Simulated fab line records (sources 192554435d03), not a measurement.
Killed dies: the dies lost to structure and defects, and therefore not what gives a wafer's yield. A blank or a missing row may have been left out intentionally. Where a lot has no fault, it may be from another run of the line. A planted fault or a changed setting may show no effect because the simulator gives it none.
The tool behind it: which one? / flow n5 finfet / 12 lots with 36 wafers sampled at 3 steps, on a route of 1938 steps

WHAT EACH GAUGE READ, for each wafer
N5_BEOL_M13_CD_MEAS_28: target cd 209.5 nm.
lot=L074; measured=day 12 02:11; on=cd sem-01; cd nm (nm)=207.9 207.8 207.5
lot=L077; measured=day 12 18:01; on=cd sem-03; cd nm (nm)=206.9 208.4 206.8
lot=L079; measured=day 12 22:25; on=cd sem-01; cd nm (nm)=211.7 210.7 210.0
lot=L083; measured=day 13 07:13; on=cd sem-02; cd nm (nm)=210.2 208.9 209.5
lot=L084; measured=day 14 13:58; on=cd sem-03; cd nm (nm)=208.8 210.0 209.9
lot=L088; measured=day 14 16:29; on=cd sem-01; cd nm (nm)=209.2 210.5 210.3
lot=L086; measured=day 15 07:41; on=cd sem-01; cd nm (nm)=208.3 209.4 208.8
lot=L089; measured=day 15 17:29; on=cd sem-01; cd nm (nm)=209.8 211.1 211.9
lot=L090; measured=day 16 01:36; on=cd sem-02; cd nm (nm)=209.0 207.2 209.1
lot=L093; measured=day 16 11:11; on=cd sem-01; cd nm (nm)=208.8 209.6 209.6
lot=L095; measured=day 16 20:32; on=cd sem-01; cd nm (nm)=207.6 210.4 209.3
lot=L097; measured=day 17 23:53; on=cd sem-01; cd nm (nm)=210.6 211.4 208.8

WHICH TOOL RAN EACH LOT (tool, then ch and the chambers of the sampled wafers, then the start)
lot=L074; N5_BEOL_M12_PRE_CLEAN_42=pvd sputter-03, day 11 23:22; N5_BEOL_M12_SPUTTER_44=pvd sputter-03, day 11 23:29
lot=L077; N5_BEOL_M12_PRE_CLEAN_42=pvd sputter-03, day 12 14:38; N5_BEOL_M12_SPUTTER_44=pvd sputter-03, day 12 14:46
lot=L079; N5_BEOL_M12_PRE_CLEAN_42=pvd sputter-03, day 12 19:45; N5_BEOL_M12_SPUTTER_44=pvd sputter-03, day 12 19:52
lot=L083; N5_BEOL_M12_PRE_CLEAN_42=pvd sputter-02, day 13 02:22; N5_BEOL_M12_SPUTTER_44=pvd sputter-02, day 13 02:29
lot=L084; N5_BEOL_M12_PRE_CLEAN_42=pvd sputter-03, day 14 10:40; N5_BEOL_M12_SPUTTER_44=pvd sputter-03, day 14 10:47
lot=L088; N5_BEOL_M12_PRE_CLEAN_42=pvd sputter-02, day 14 13:13; N5_BEOL_M12_SPUTTER_44=pvd sputter-02, day 14 13:20
lot=L086; N5_BEOL_M12_PRE_CLEAN_42=pvd sputter-01, day 15 04:48; N5_BEOL_M12_SPUTTER_44=pvd sputter-01, day 15 04:55
lot=L089; N5_BEOL_M12_PRE_CLEAN_42=pvd sputter-02, day 15 14:35; N5_BEOL_M12_SPUTTER_44=pvd sputter-02, day 15 14:42
lot=L090; N5_BEOL_M12_PRE_CLEAN_42=pvd sputter-03, day 15 22:50; N5_BEOL_M12_SPUTTER_44=pvd sputter-03, day 15 22:57
lot=L093; N5_BEOL_M12_PRE_CLEAN_42=pvd sputter-01, day 16 08:16; N5_BEOL_M12_SPUTTER_44=pvd sputter-01, day 16 08:23
lot=L095; N5_BEOL_M12_PRE_CLEAN_42=pvd sputter-03, day 16 17:38; N5_BEOL_M12_SPUTTER_44=pvd sputter-03, day 16 17:45
lot=L097; N5_BEOL_M12_PRE_CLEAN_42=pvd sputter-03, day 17 20:59; N5_BEOL_M12_SPUTTER_44=pvd sputter-03, day 17 21:07
- N5_BEOL_M12_PRE_CLEAN_42: time 30 s.
- N5_BEOL_M12_SPUTTER_44: material Ta, target thk 10 nm, time 16.13 s.

THE ANSWER, worked out from the rows above alone
Rule: what is usual is taken from the lots themselves. Put in order of their means at a reading, lots are off if they are a third of the lots or fewer, leave a main group of 4 or more, and stand apart from it by a gap of 3 or more times the standard deviation of the main group's means; of several such gaps the widest counts. The tables above print the reading to a certain number of digits; a main group whose means all agree to those digits is not used. A lot without any number at a reading at which 4 lots or more have one is off too. All remaining lots with rows at the step are treated as sound.
Nothing can be told from this: no lot is off at any reading shown.

WHAT WAS PUT IN BY THE SIMULATOR
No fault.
